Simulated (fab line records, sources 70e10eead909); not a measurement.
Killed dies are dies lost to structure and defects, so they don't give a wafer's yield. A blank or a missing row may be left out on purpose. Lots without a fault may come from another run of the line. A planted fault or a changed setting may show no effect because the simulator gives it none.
Chamber matching | flow nand_harc | NHARC_P_M2_STRIP_18 on rie_diel-01: 4 sister chambers
The step strips in N2/H2. 30 wafers are shown with their chamber, then 12 later ones without.

WAFERS WITH THEIR CHAMBER
wafer  | chamber | drypump_motor_current_A (A) | oes_product_au (a.u.) | throttle_valve_pct (%)
L078.2 | 2       | 5.3                         | 0.985                 | 14.168
L078.4 | 1       | 6.3                         | 0.990                 | 14.145
L078.6 | 0       | 5.2                         | 1.026                 | 14.163
L080.1 | 2       | 5.2                         | 0.981                 | 14.187
L080.2 | 3       | 5.3                         | 0.997                 | 14.179
L080.4 | 1       | 6.4                         | 0.991                 | 14.164
L082.1 | 3       | 5.3                         | 1.001                 | 14.190
L082.2 | 2       | 5.2                         | 0.991                 | 14.170
L082.3 | 0       | 5.1                         | 1.022                 | 14.168
L083.4 | 0       | 5.1                         | 1.014                 | 14.168
L083.5 | 3       | 5.3                         | 0.997                 | 14.188
L083.6 | 0       | 5.2                         | 1.016                 | 14.169
L086.2 | 3       | 5.3                         | 1.001                 | 14.176
L086.3 | 2       | 5.2                         | 0.981                 | 14.162
L086.5 | 3       | 5.3                         | 0.994                 | 14.166
L088.1 | 3       | 5.3                         | 1.010                 | 14.182
L088.5 | 3       | 5.3                         | 1.007                 | 14.167
L088.6 | 0       | 5.1                         | 1.020                 | 14.177
L085.4 | 2       | 5.2                         | 0.980                 | 14.171
L085.5 | 0       | 5.1                         | 1.019                 | 14.164
L085.6 | 1       | 6.3                         | 0.993                 | 14.167
L087.3 | 1       | 6.4                         | 0.986                 | 14.161
L087.4 | 2       | 5.3                         | 0.983                 | 14.164
L087.5 | 2       | 5.3                         | 0.989                 | 14.166
L089.2 | 0       | 5.2                         | 1.016                 | 14.163
L089.3 | 3       | 5.3                         | 0.995                 | 14.167
L089.5 | 2       | 5.3                         | 0.986                 | 14.177
L093.1 | 2       | 5.2                         | 0.980                 | 14.166
L093.3 | 3       | 5.3                         | 0.999                 | 14.180
L093.5 | 3       | 5.3                         | 1.003                 | 14.165

SIGNATURES (means of the wafers above)
reading                 | chamber 0 | chamber 1 | chamber 2 | chamber 3 | scatter within a chamber
drypump_motor_current_A | 5.143     | 6.350     | 5.244     | 5.300     | 0.0436
oes_product_au          | 1.01900   | 0.99000   | 0.98400   | 1.00040   | 0.00437
throttle_valve_pct      | 14.16743  | 14.15925  | 14.17011  | 14.17600  | 0.00807
Rule: a wafer's distance from a chamber is the root of the sum, over the readings, of the square of ((its reading less the chamber's mean) divided by the reading's scatter). The wafer belongs to the nearest chamber; if the next one is less than 2 further off, it can't be placed. The scatter: the root of (the sum of the squares of (reading less its chamber's mean) over the shown wafers, divided by (wafers less chambers)).

WAFERS WITHOUT THEIR CHAMBER
wafer  | drypump_motor_current_A (A) | oes_product_au (a.u.) | throttle_valve_pct (%)
L094.3 | 5.1                         | 1.018                 | 14.159
L094.4 | 5.3                         | 1.001                 | 14.187
L094.5 | 5.3                         | 0.990                 | 14.178
L095.1 | 6.3                         | 0.978                 | 14.163
L095.2 | 5.3                         | 0.990                 | 14.163
L095.5 | 5.3                         | 0.994                 | 14.170
L096.1 | 5.1                         | 1.001                 | 14.170
L096.2 | 5.3                         | 0.976                 | 14.158
L096.3 | 5.3                         | 0.997                 | 14.164
L097.2 | 5.3                         | 1.017                 | 14.165
L097.3 | 6.3                         | 1.005                 | 14.178
L097.6 | 5.3                         | 1.011                 | 14.179

WHICH CHAMBER EACH WENT THROUGH
wafer  | from the rows above          | in truth
L094.3 | 0                            | 0
L094.4 | 3                            | 3
L094.5 | can't be placed: 2 or 3      | 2
L095.1 | 1                            | 1
L095.2 | can't be placed: 2 or 3      | 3
L095.5 | can't be placed: 3 or 2      | 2
L096.1 | can't be placed: 0 or 3 or 2 | 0
L096.2 | 2                            | 2
L096.3 | can't be placed: 3 or 2      | 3
L097.2 | can't be placed: 0 or 3      | 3
L097.3 | 1                            | 1
L097.6 | can't be placed: 3 or 0      | 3
Placed correctly: 5 of 12. Can't be placed from these rows: 7 (the true chamber is among the candidates in 7). Placed wrongly: 0.
